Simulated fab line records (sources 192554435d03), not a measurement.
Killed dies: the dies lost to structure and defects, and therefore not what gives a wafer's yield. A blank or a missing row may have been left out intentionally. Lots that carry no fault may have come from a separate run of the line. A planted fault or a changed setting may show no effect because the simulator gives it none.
A lot that was struck, set against a sound lot :: flow n5-finfet :: 22 steps out of a route of 1938
Sound: these wafers, L445.1, L445.3, L445.5. Wafers L457.2, L457.3, L457.5 were the ones struck. At the end, the cause is stated.
Each step with rows lists, per side, the tool, then ch with its chambers, then its first start. Under that, the readings that differ: sound wafers :: struck wafers :: difference of the means :: sigmas: that difference in standard deviations of wafers without a fault.
alike: same words and numbers on both sides, and readings whose means sit less than 2 such deviations apart. not compared: any withheld reading, any reading some wafer has no value for, any bound like >300 that may hide the same value, and any number with overlapping values for which the record gives no deviation.
Wherever a step has rows on one side only, a row that says differs or no value, or a row with sigmas, the two part there. When numbers do not overlap yet have no deviation, they are printed without sigmas and do not part them. A reading missing from all wafers of one side parts the sides only when that side holds two or more wafers.

N5_BEOL_M8_RS_MEAS_57: a four-point-probe measurement.
  sound on film-metro-01, day 9 10:41; struck on film-metro-01, day 12 17:40
  alike: M8_RS
N5_BEOL_M8_INSPECT_58: inspects for defects (darkfield).
  sound on defect-inspect-02, day 9 10:43; struck on defect-inspect-01, day 12 17:41
  alike: raw-defect-count
N5_BEOL_M9_ILD_DEP_00: deposits SiCOH lowk from DEMS/porogen, target thk 308.51 nm, time 58 s.
  sound on pecvd-01 ch 0,1,2, day 9 10:45; struck on pecvd-03 ch 1,2, day 12 17:44
  alike: heater-power-w, showerhead-plenum-p-Torr, throttle-valve-pct
  not compared: since-wet-clean-h
N5_BEOL_M9_CURE_71: cures SiCOH lowk, time 240 s.
  sound on uv-cure-03 ch 0, day 9 10:50; struck on uv-cure-01 ch 0, day 12 17:53
  alike: lamp-power-pct, wafer_temp_C_max
N5_BEOL_M9_THK_MEAS_01:
  sound on film-metro-01, day 9 11:29; struck on film-metro-01, day 12 18:19
  alike: M9_ILD_THK
then, 1 step without rows for these wafers: N5_BEOL_M9_PECVD_70 (deposits SiO2 from TEOS/O2, target thk 20 nm, time 22.7 s).
N5_BEOL_M9_HM_DEP_02: deposits TiN, target thk 20 nm.
  sound on pvd-sputter-02, day 9 13:01; struck on pvd-sputter-01, day 12 18:25
  alike: throttle-valve-pct
then, 5 steps without rows for these wafers: N5_BEOL_M9_COAT_59 (time 60 s, resist thk 100 nm); N5_BEOL_M9_COAT_60 (time 60 s, resist thk 30 nm); N5_BEOL_M9_COAT_05 (resist thk 90 nm); N5_BEOL_M9_EBR_07; N5_BEOL_M9_SOFTBAKE_06 (time 60 s).
N5_BEOL_M9_EXPOSE_08: exposes mask M9.
  sound on arfi-scanner-01 ch 0, day 9 13:16; struck on arfi-scanner-01 ch 0, day 12 18:40
reading: exposure-dose-mJ-cm2
sound: 53.74 53.72 53.76
struck: 54.77 54.71 54.71
difference: +0.99
sigmas: +17
  alike: mask
then, 2 steps without rows for these wafers: N5_BEOL_M9_PEB_09 (peb time 60 s); N5_BEOL_M9_DEVELOP_10 (develop time 30 s).
N5_BEOL_M9_CD_MEAS_11: target cd 64.1 nm.
  sound on cd-sem-03 ch 0, day 9 13:23; struck on cd-sem-01 ch 0, day 12 18:47
reading: cd-nm (nm)
sound: 63.4 63.1 64.1
struck: 64.5 65.1 64.9
difference: +1.3
sigmas: +2
N5_BEOL_M9_OVL_MEAS_12:
  sound on overlay-02 ch 0, day 9 13:25; struck on overlay-02 ch 0, day 12 18:49
  alike: M9_OVL
N5_BEOL_M9_INSPECT_13: inspects for defects (brightfield).
  sound on defect-inspect-02, day 9 13:26; struck on defect-inspect-01, day 12 18:50
  alike: raw-defect-count
N5_BEOL_M9_DESCUM_16: chemistry O2, time 7.9 s.
  sound on rie-diel-03 ch 1,2,3, day 9 13:55; struck on rie-diel-06 ch 1,3, day 12 19:05
  alike: drypump-motor-current-A, oes-product-au, rf-vpp-V, showerhead-plenum-p-Torr, throttle-valve-pct
  not compared: rf-hours-counter-h
N5_BEOL_M9_ETCH_61: etches SiARC in CF4, target depth 39 nm, time 65 s.
  sound on rie-diel-03 ch 1,2,3, day 9 13:57; struck on rie-diel-06 ch 1,3, day 12 19:07
reading: model.BEOL_M9.cd-offset-nm (nm)
sound: -0.8 -1.6 0
struck: 0.6 1 1.8
difference: +1.9
sigmas: 
  alike: drypump-motor-current-A, etch-rf-on-time-s, oes-product-au, rf-vpp-V, showerhead-plenum-p-Torr, throttle-valve-pct
  not compared: rf-hours-counter-h
N5_BEOL_M9_ETCH_62: etches SOC in N2/H2, target depth 110 nm, overetch 22 nm, time 165 s.
  sound on rie-diel-03 ch 1,2,3, day 9 14:00; struck on rie-diel-06 ch 1,3, day 12 19:10
  alike: drypump-motor-current-A, oes-product-au, rf-vpp-V, showerhead-plenum-p-Torr, throttle-valve-pct
  not compared: rf-hours-counter-h
-- here the record skips 3 days between the struck wafers' starts before and after, leaving off in module BEOL_M9 and picking up in module PASSIVATION (first step shown: number 1936 of the route) --
N5_PASSIVATION_PROBE_49:
  the record has rows for the struck wafers here (prober-02, day 15 09:55) and none for the sound ones

== WHERE THEY PART ==
Earliest at N5_BEOL_M9_EXPOSE_08; latest, in this record, at N5_PASSIVATION_PROBE_49.

WHY: what the simulator had put in
Drift in process parameters on arfi-scanner-01 at N5_BEOL_M9_EXPOSE_08, starting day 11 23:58. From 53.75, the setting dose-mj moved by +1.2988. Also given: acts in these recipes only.
